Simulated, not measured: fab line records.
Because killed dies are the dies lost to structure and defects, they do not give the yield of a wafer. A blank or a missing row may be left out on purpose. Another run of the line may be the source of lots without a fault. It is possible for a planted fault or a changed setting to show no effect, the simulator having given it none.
Lot-split experiment    flow n5_finfet    route with 1938 steps; 7 lots, 39 wafers read

== SPLIT DETAILS ==
At N5_BEOL_M7_DESCUM_33 (chemistry O2, time 7 s), the setting time_s was moved away from the recipe's 7 s on 6 of the 39 wafers read, by +52.3% to +55.1%. For the rest of the wafers, this setting stayed at what the recipe calls for.

Between the split and the reading, the file records no step.

== THE READING ==
CAR-EUV_of_BEOL_M7_COAT_22.thk_nm (the simulator's own value, which no gauge read), in nm, at N5_BEOL_M7_ETCH_72 (etches underlayer in N2/H2, target depth 6.5 nm, time 5.2 s). There is no usual value for it anywhere in the file. Across the 33 wafers here that went through the recipe, the average is 20.3 nm and the standard deviation 0.1 nm.

wafer   tool, chamber at the split  time_s as run, s  against the recipe  CAR-EUV_of_BEOL_M7_COAT_22.thk_nm, nm  against lot-mates on the recipe
L074.1  rie_diel-03, 0,1            10.66             +52.3%              18.6                                   -1.8
L074.2  rie_diel-03, 0,1            10.66             +52.3%              18.6                                   -1.8
L074.4  rie_diel-03, 3              10.66             +52.3%              18.6                                   -1.8
L074.3  rie_diel-03, 2              7                 recipe              20.4                                   -
L074.5  rie_diel-03, 3              7                 recipe              20.4                                   -
L074.6  rie_diel-03, 2              7                 recipe              20.4                                   -
L077.2  rie_diel-05, 1,3,0          7                 recipe              20.2                                   -
L077.4  rie_diel-05, 1,3,0          7                 recipe              20.2                                   -
L077.5  rie_diel-05, 1,3,0          7                 recipe              20.4                                   -
L078.1  rie_diel-03, 0,2,3,1,0,3    7                 recipe              20.2                                   -
L078.2  rie_diel-03, 0,2,3,1,0,3    7                 recipe              20.2                                   -
L078.4  rie_diel-03, 0,2,3,1,0,3    7                 recipe              20.2                                   -
L078.5  rie_diel-03, 0,2,3,1,0,3    7                 recipe              20.2                                   -
L078.6  rie_diel-03, 0,2,3,1,0,3    7                 recipe              20.2                                   -
L078.3  rie_diel-03, 0,2,3,1,0,3    7                 recipe              20.4                                   -
L081.1  rie_diel-03, 3,1,2,0,3,2    7                 recipe              20.4                                   -
L081.2  rie_diel-03, 3,1,2,0,3,2    7                 recipe              20.4                                   -
L081.5  rie_diel-03, 3,1,2,0,3,2    7                 recipe              20.4                                   -
L081.6  rie_diel-03, 3,1,2,0,3,2    7                 recipe              20.4                                   -
L081.3  rie_diel-03, 3,1,2,0,3,2    7                 recipe              20.2                                   -
L081.4  rie_diel-03, 3,1,2,0,3,2    7                 recipe              20.2                                   -
L087.1  rie_diel-04, 3,2,0,2        7                 recipe              20.4                                   -
L087.2  rie_diel-04, 3,2,0,2        7                 recipe              20.4                                   -
L087.4  rie_diel-04, 1,3            7                 recipe              20.4                                   -
L087.5  rie_diel-04, 3,2,0,2        7                 recipe              20.4                                   -
L087.6  rie_diel-04, 1,3            7                 recipe              20.4                                   -
L087.3  rie_diel-04, 3,2,0,2        7                 recipe              20.6                                   -
L091.1  rie_diel-03, 0,2,1,0        7                 recipe              20.4                                   -
L091.2  rie_diel-03, 1,2            7                 recipe              20.4                                   -
L091.3  rie_diel-03, 1,2            7                 recipe              20.4                                   -
L091.4  rie_diel-03, 0,2,1,0        7                 recipe              20.4                                   -
L091.5  rie_diel-03, 0,2,1,0        7                 recipe              20.4                                   -
L091.6  rie_diel-03, 0,2,1,0        7                 recipe              20.4                                   -
L095.1  rie_diel-05, 0,2,0          7                 recipe              20.4                                   -
L095.6  rie_diel-05, 0,2,0          7                 recipe              20.4                                   -
L095.2  rie_diel-05, 1,3            10.86             +55.1%              18.4                                   -1.9
L095.4  rie_diel-05, 3              10.86             +55.1%              18.4                                   -1.9
L095.5  rie_diel-05, 1,3            10.86             +55.1%              18.4                                   -1.9
L095.3  rie_diel-05, 0,2,0          7                 recipe              20.2                                   -
Rows listing several chambers each stand for several wafers; the file does not say which wafer went through which chamber.

FIT RESULTS
A straight line over all 39 wafers: CAR-EUV_of_BEOL_M7_COAT_22.thk_nm changes by -0.0344 nm for each +1% of time_s; r = -0.99; the points scatter about the line by 0.098 nm.
The same after taking each lot's own level away (the mean of its wafers on the recipe; 39 wafers): -0.0348 nm for each +1%; r = -1.00; scatter 0.069 nm.
That fit puts the effect of the largest move of time_s on the reading at 1.9 nm.
The lots' own levels span 20.23 to 20.43 nm, that is 2.0 times the standard deviation above.
The two slopes are in agreement: the lot-to-lot level therefore moves the slope only a little.
Check: for one of the wafers moved furthest among these (+55.1%), held out of the fit, the line's prediction against its lot-mates is -1.91 nm. It came out at -1.93 nm against them.

== FURTHER SPLITS ON THESE WAFERS ==
Note: prior to the reading, these wafers also went through further splits. Each is held against what the fit with the lots' levels taken away leaves over:
other split on the same wafers     wafers away from the commonest value  r with CAR-EUV_of_BEOL_M7_COAT_22.thk_nm (lot level and that fit taken away)
N5_BEOL_M2_HM_DEP_02 target_thk_a  18                                    -0.01

== THE WHOLE CHAIN: every reading that the file lists as answering this split, in the file's order ==
step                  what it does                                                 reading                                                                             change (the file's fit)                 r (the file's)
N5_BEOL_M7_DESCUM_33  chemistry O2, time 7 s                                       CAR-EUV_of_BEOL_M7_COAT_22.thk_nm (the simulator's own value, which no gauge read)  -0.0341 nm for each +1% of the setting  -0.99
N5_BEOL_M7_ETCH_72    etches underlayer in N2/H2, target depth 6.5 nm, time 5.2 s  CAR-EUV_of_BEOL_M7_COAT_22.thk_nm (the simulator's own value, which no gauge read)  -0.0348 nm for each +1% of the setting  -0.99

== THE FILE'S OWN FIT ==
CAR-EUV_of_BEOL_M7_COAT_22.thk_nm changes by -0.0348 nm for each +1% of time_s, r = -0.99.
